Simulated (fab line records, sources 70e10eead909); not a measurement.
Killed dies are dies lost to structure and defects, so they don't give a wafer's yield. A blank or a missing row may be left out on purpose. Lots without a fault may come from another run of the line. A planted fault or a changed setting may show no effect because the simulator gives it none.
fab line records | flow nand_harc
record lots=14 wafers=42 last_day=33
route steps=1302 shown P_M2@328
lots that met no fault: from a run of the same line without faults
start_h: hours from the record's first day to the start of the lot's first wafer shown | wait_h: hours since the lot's step before | " the same as in the row above | L1.1+2: a row that stands for several wafers | - no value, or no start given | * or withheld: withheld | < > ~ a bound
route shown NAME@n: a module of which the file shows steps, and the number in the route of the first | usual: mean/standard deviation of fault-free wafers | same: alike in all rows | chamber/n: place in a boat | sites: the reading at each site | _std_site: their standard deviation | _edge_site: outer sites' mean less inner sites' | radius_mm: how far each site lies from the wafer's centre | mask NAME#n: copy n | behind: the tool/chamber that last shaped the wafer | hold: why the lot was held/for how many hours/how that ended | device: the transistor (n, p or np) that didn't switch | end of line: the same wafers' tests at the end of the route | a step without rows: its recipe alone | killed: dies lost to structure and defects at the first sort, not the wafer's yield | map: a wafer's dies, x killed, . not, _ none there
set.NAME: the setting as run; set.NAME@STEP: as run at that earlier step | model.NAME: the simulator's own value behind a step, which no gauge read
steps of the route over a sample of lots; a table a step, a row a wafer
services: from which hour (start_h, from the record's first day; less than 0 if before it) a tool's chamber was out of use, for how many hours, and why
## steps
# step NHARC_P_M2_CD_MEAS_09
# recipe target_cd_nm=170 landing_energy_ev=500
# usual cd_nm=170.0/0.88
# columns lot.wafer tool chamber start_h wait_h cd_nm
L391.2 cd_sem-02 0 126.09 - 171.0
L391.3 " 0 " " 170.6
L391.6 " 0 " " 172.0
L392.2 cd_sem-01 0 138.90 - 170.5
L392.5 " 0 " " 170.1
L392.6 " 0 " " 169.4
L394.1 cd_sem-03 0 156.99 - 169.2
L394.3 " 0 " " 169.4
L394.4 " 0 " " 170.2
L395.2 cd_sem-01 0 169.95 - 170.1
L395.3 " 0 " " 168.7
L395.6 " 0 " " 169.6
L396.2 cd_sem-01 0 179.53 - 170.2
L396.3 " 0 " " 168.4
L396.6 " 0 " " 170.6
L398.1 cd_sem-03 0 201.19 - 168.2
L398.2 " 0 " " 170.0
L398.6 " 0 " " 169.7
L405.1 cd_sem-03 0 279.49 - 170.9
L405.3 " 0 " " 169.0
L405.4 " 0 " " 170.6
L404.3 cd_sem-02 0 280.05 - 170.0
L404.4 " 0 " " 168.4
L404.5 " 0 " " 170.6
L407.1 cd_sem-02 0 290.20 - 170.4
L407.3 " 0 " " 169.6
L407.6 " 0 " " 170.4
L408.1 cd_sem-03 0 299.05 - 170.0
L408.4 " 0 " " 171.9
L408.5 " 0 " " 171.1
L409.3 cd_sem-03 0 313.95 - 170.8
L409.4 " 0 " " 171.5
L409.6 " 0 " " 170.4
L410.2 cd_sem-03 0 326.20 - 170.3
L410.4 " 0 " " 168.3
L410.5 " 0 " " 168.5
L412.2 cd_sem-01 0 338.95 - 170.3
L412.3 " 0 " " 169.9
L412.4 " 0 " " 169.3
L414.3 cd_sem-01 0 363.88 - 169.6
L414.4 " 0 " " 170.0
L414.5 " 0 " " 169.3
# step NHARC_P_M2_ETCH_35
# recipe target_depth_a=400 overetch_a=120 time_s=43.94 ion_energy_ev=200 n2_flow_sccm=150 h2_flow_sccm=150 ar_flow_sccm=0 rf_w=400 bias_w=150 chemistry=N2/H2
# usual drypump_motor_current_A=5.7/0.39 oes_product_au=0.997/0.014 rf_vpp_V=431.0/2.5 showerhead_plenum_p_Torr=2.06/0.089 throttle_valve_pct=14.171/0.0088
# columns lot.wafer tool chamber start_h wait_h drypump_motor_current_A oes_product_au rf_hours_counter_h rf_vpp_V showerhead_plenum_p_Torr throttle_valve_pct
L391.3 rie_diel-05 3 126.37 0.1 6.3 1.008 3.9 430.3 2.01 14.185
L391.2 " 0 " " 5.3 0.979 2.8 428.3 1.92 14.167
L391.6 " 3 " " 6.3 1.008 - 429.0 2.00 14.185
L392.2 rie_diel-03 2 139.17 0.1 5.7 0.995 1.3 428.6 1.98 14.177
L392.6 " 1 " " 5.7 1.006 - 430.5 2.03 14.186
L392.5 " 2 " " 5.7 0.993 - 430.4 1.98 14.164
L394.3 rie_diel-03 2 157.27 0.1 5.7 1.000 2.2 428.8 1.98 14.161
L394.1 " 3 " " 5.4 0.978 2.0 429.8 1.98 14.185
L394.4 " 0 " " 5.4 1.005 1.8 433.1 2.19 14.161
L395.3 rie_diel-05 3 170.22 0.1 6.3 1.014 6.1 428.5 2.00 14.169
L395.2 " 1 " " 6.3 0.982 4.9 431.3 2.06 14.175
L395.6 " 2 " " 5.7 0.985 - 432.5 2.12 14.172
L396.3 rie_diel-10 3 179.82 0.1 5.6 1.011 7.1 432.5 2.07 14.164
L396.2 " 0 " " 5.5 1.011 1.7 434.3 2.20 14.174
L396.6 " 1 " " 6.7 0.993 - 435.4 2.15 14.154
L398.1 rie_diel-05 2 201.47 0.1 5.7 1.012 7.7 432.3 2.11 14.161
L398.2 " 3 " " 6.3 0.999 8.6 429.2 2.00 14.173
L398.6 " 1 " " 6.3 0.980 - 430.6 2.06 14.163
L405.1 rie_diel-05 3 279.77 0.1 6.3 0.995 0.6 428.9 2.00 14.172
L405.3 " 0 " " 5.3 1.008 1.8 425.9 1.91 14.166
L405.4 " 1 " " 6.3 0.968 1.8 432.4 2.06 14.187
L404.4 rie_diel-05 1 280.32 0.1 6.3 0.966 1.9 431.7 2.06 14.182
L404.3 " 2 " " 5.7 0.998 1.8 432.8 2.11 14.175
L404.5 " 0 " " 5.3 1.007 - 427.3 1.91 14.176
L407.3 rie_diel-03 1 290.49 0.1 5.7 0.993 0.0 430.0 2.02 14.163
L407.1 " 3 " " 5.4 0.984 0.0 429.4 1.98 14.166
L407.6 " 3 " " 5.4 0.974 - 430.4 1.98 14.168
L408.4 rie_diel-05 3 299.33 0.1 6.3 0.998 2.3 430.7 2.00 14.165
L408.1 " 1 " " 6.3 0.968 3.7 432.2 2.06 14.173
L408.5 " 0 " " 5.3 1.015 - 427.2 1.91 14.164
L409.4 rie_diel-03 3 314.22 0.1 5.4 0.990 1.1 427.1 1.98 14.157
L409.3 " 2 " " 5.7 1.002 0.5 430.3 1.98 14.183
L409.6 " 3 " " 5.4 0.980 - 428.7 1.98 14.152
L410.4 rie_diel-03 1 326.47 0.1 5.7 0.994 1.5 429.7 2.02 14.160
L410.2 " 0 " " 5.4 1.000 1.4 435.5 2.18 14.180
L410.5 " 2 " " 5.7 1.003 - 428.8 1.98 14.172
L412.3 rie_diel-10 0 339.22 0.1 5.6 1.021 4.3 437.0 2.20 14.168
L412.4 " 1 " " 6.6 0.993 4.6 432.9 2.14 14.156
L412.2 " 2 " " 5.6 1.005 4.6 434.0 2.18 14.172
L414.3 rie_diel-03 2 364.14 0.1 5.7 0.994 2.9 429.9 1.98 14.172
L414.4 " 1 " " 5.7 0.990 3.8 430.8 2.02 14.169
L414.5 " 2 " " 5.7 0.984 - 428.3 1.98 14.173
# step NHARC_P_M2_PVD_20
# recipe target_thk_a=50 bias_v=168.6 power_w=15000 chamber_pressure_pa=0.12 time_s=8.06 substrate_temp_c=50 material=TaN
# usual throttle_valve_pct=29.6/0.78
# columns lot.wafer tool chamber start_h wait_h throttle_valve_pct
L391.3 pvd_sputter-02 - - - 30.9
L391.2 " - " " 28.6
L391.6 " - " " 31.0
L392.2 pvd_sputter-02 - - - 28.6
L392.6 " - " " 28.8
L392.5 " - " " 30.6
L394.4 pvd_sputter-01 - - - 28.8
L394.1 " - " " 29.8
L394.3 " - " " 27.9
L395.2 pvd_sputter-02 - - - 29.8
L395.3 " - " " 28.5
L395.6 " - " " 29.7
L396.2 pvd_sputter-01 - - - 30.2
L396.3 " - " " 29.8
L396.6 " - " " 29.8
L398.1 pvd_sputter-03 - - - 29.6
L398.2 " - " " 30.3
L398.6 " - " " 30.2
L405.3 pvd_sputter-02 - - - 28.5
L405.1 " - " " 28.7
L405.4 " - " " 29.5
L404.3 pvd_sputter-03 - - - 30.3
L404.4 " - " " 30.0
L404.5 " - " " 29.3
L407.1 pvd_sputter-01 - - - 29.9
L407.3 " - " " 29.7
L407.6 " - " " 28.2
L408.1 pvd_sputter-02 - - - 31.4
L408.4 " - " " 29.7
L408.5 " - " " 29.6
L409.4 pvd_sputter-02 - - - 29.3
L409.3 " - " " 28.9
L409.6 " - " " 29.4
L410.2 pvd_sputter-02 - - - 29.3
L410.4 " - " " 30.9
L410.5 " - " " 29.5
L412.2 pvd_sputter-03 - - - 29.3
L412.3 " - " " 29.9
L412.4 " - " " 30.1
L414.3 pvd_sputter-02 - - - 29.0
L414.4 " - " " 29.7
L414.5 " - " " 31.1
# step NHARC_P_M2_CMP_23
# recipe t_overpolish_s=20 target_thk_nm=144.3
# usual motor_current_A=12.3/1.7 retaining_ring_pressure_frac=1.000/0.0043 time_to_endpoint_s=27.9/2.8
# columns lot.wafer tool chamber start_h wait_h motor_current_A retaining_ring_pressure_frac time_to_endpoint_s
L391.3 cmp-03 0 128.43 - 13.0 1.003 24.9
L391.2 " 2 " " 11.6 0.995 24.0
L391.6 " 0 " " 12.5 0.994 27.1
L392.2 cmp-04 3 141.26 - 10.8 0.997 27.3
L392.6 " 1 " " 13.0 1.007 22.2
L392.5 " 2 " " 11.4 1.000 30.7
L394.4 cmp-03 2 159.27 - 11.5 1.001 27.9
L394.3 " 3 " " 10.5 1.001 26.7
L394.1 " 0 " " 13.3 0.998 28.4
L395.2 cmp-03 0 172.27 - 13.6 0.997 37.6
L395.3 " 2 " " 11.4 0.998 37.8
L395.6 " 0 " " 13.4 1.001 37.5
L396.2 cmp-03 2 181.94 - 11.8 0.989 36.9
L396.3 " 0 " " 13.6 1.001 37.5
L396.6 " 3 " " 11.1 0.998 37.0
L398.1 cmp-02 1 203.69 - 12.6 1.002 29.1
L398.2 " 3 " " 12.0 1.000 24.8
L398.6 " 2 " " 10.6 0.998 33.8
L405.4 cmp-04 2 282.32 - 11.2 0.996 31.3
L405.3 " 3 " " 11.5 0.999 27.9
L405.1 " 0 " " 13.5 0.998 32.5
L404.3 cmp-03 2 282.37 - 11.7 0.996 25.2
L404.4 " 1 " " 16.6 1.001 28.6
L404.5 " 3 " " 11.1 0.998 27.1
L407.3 cmp-04 0 292.65 - 14.1 1.001 29.5
L407.1 " 1 " " 13.7 0.999 25.6
L407.6 " 2 " " 12.0 1.011 31.2
L408.1 cmp-03 1 301.36 - 15.8 0.988 30.5
L408.4 " 2 " " 11.9 1.003 28.3
L408.5 " 2 " " 11.4 1.003 26.5
L409.3 cmp-02 0 316.73 - 10.1 1.000 28.3
L409.4 " 3 " " 11.5 0.996 26.1
L409.6 " 1 " " 12.5 1.001 30.7
L410.4 cmp-02 0 328.49 - 9.8 1.003 28.0
L410.2 " 3 " " 11.3 1.000 26.9
L410.5 " 1 " " 12.5 1.002 31.7
L412.2 cmp-04 1 341.30 - 13.3 1.004 20.2
L412.3 " 2 " " 11.6 0.995 28.8
L412.4 " 3 " " 11.6 1.003 20.2
L414.3 cmp-03 1 366.16 - 15.8 0.995 28.6
L414.4 " 3 " " 10.5 0.997 25.3
L414.5 " 1 " " 16.5 1.004 28.9
# step NHARC_P_M2_INSPECT_27
# usual raw_defect_count=302/110
# columns lot.wafer tool chamber start_h wait_h raw_defect_count
L391.2 defect_inspect-01 - 128.93 0.0 419
L391.3 " - " " 289
L391.6 " - " " 223
L392.2 defect_inspect-02 - 141.69 0.0 205
L392.5 " - " " 219
L392.6 " - " " 252
L394.1 defect_inspect-01 - 159.74 0.0 321
L394.3 " - " " 498
L394.4 " - " " 319
L395.2 defect_inspect-01 - 172.74 0.0 4655
L395.3 " - " " 4534
L395.6 " - " " 4726
L396.2 defect_inspect-02 - 182.41 0.0 4579
L396.3 " - " " 4607
L396.6 " - " " 4551
L398.1 defect_inspect-01 - 204.16 0.0 436
L398.2 " - " " 471
L398.6 " - " " 285
L405.1 defect_inspect-01 - 282.79 0.0 236
L405.3 " - " " 159
L405.4 " - " " 314
L404.3 defect_inspect-02 - 282.84 0.0 317
L404.4 " - " " 603
L404.5 " - " " 463
L407.1 defect_inspect-02 - 293.06 0.0 292
L407.3 " - " " 331
L407.6 " - " " 253
L408.1 defect_inspect-02 - 301.83 0.0 511
L408.4 " - " " 360
L408.5 " - " " 313
L409.3 defect_inspect-01 - 317.20 0.0 256
L409.4 " - " " 243
L409.6 " - " " 246
L410.2 defect_inspect-01 - 328.96 0.0 173
L410.4 " - " " 262
L410.5 " - " " 211
L412.2 defect_inspect-02 - 341.77 0.0 433
L412.3 " - " " 216
L412.4 " - " " 366
L414.3 defect_inspect-02 - 366.63 0.0 387
L414.4 " - " " 363
L414.5 " - " " 176
## services
# columns tool chamber start_h hours kind
cmp-04 - 102.61 2.1 repair
rie_diel-03 - 104.30 9.0 pm
pvd_sputter-02 - 104.33 10.0 pm
cmp-04 - 111.00 4.0 pm
cmp-03 - 120.65 0.5 repair
rie_diel-03 - 132.70 1.8 repair
rie_diel-03 - 134.70 1.1 repair
rie_diel-05 - 137.59 0.8 repair
rie_diel-03 0 139.13 4.1 repair
rie_diel-03 - 150.65 0.3 repair
cmp-03 - 162.00 4.0 pm
rie_diel-03 2 167.34 13.6 repair
pvd_sputter-02 - 174.46 11.6 repair
cmp-04 - 184.92 1.4 repair
rie_diel-03 3 227.46 2.8 repair
rie_diel-05 - 229.60 9.0 pm
pvd_sputter-02 - 247.19 1.3 repair
cmp-03 - 260.00 4.0 pm
rie_diel-05 3 260.27 7.1 repair
rie_diel-03 - 281.30 9.0 pm
pvd_sputter-02 - 282.33 10.0 pm
rie_diel-03 0 333.20 14.6 repair
rie_diel-03 3 342.95 8.9 repair
cmp-03 - 358.00 4.0 pm
## key
first_sign step=NHARC_P_M2_CMP_23 reading=time_to_endpoint_s direction=up sigmas=3.3 usual=* struck=*
effect step=NHARC_P_M2_INSPECT_27 reading=raw_defect_count direction=up sigmas=40 usual=302 struck=4609
met_at NHARC_P_M2_CMP_23
struck_lots L395,L396
later_rows_left_out L395.2,L395.3,L395.6,L396.2,L396.3,L396.6
sort_left_out L395.2,L395.3,L395.6,L396.2,L396.3,L396.6
not_acting_at NHARC_P_M2_CD_MEAS_09,NHARC_P_M2_ETCH_35,NHARC_P_M2_PVD_20
onset_between 159.27 172.27
fault kind=process_parameter_drift tool=cmp-03 chamber=- onset_h=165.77 steps=NHARC_P_M2_CMP_23 channel=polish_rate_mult offset=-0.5 shape=step end_h=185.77
# sort_left_out: the simulated sort isn't trusted on such a fault, so these wafers' sort isn't shown, and their yield isn't known
# later_rows_left_out: the simulator's readings of these wafers behind a module that went badly wrong aren't trusted and aren't shown, but for the sort
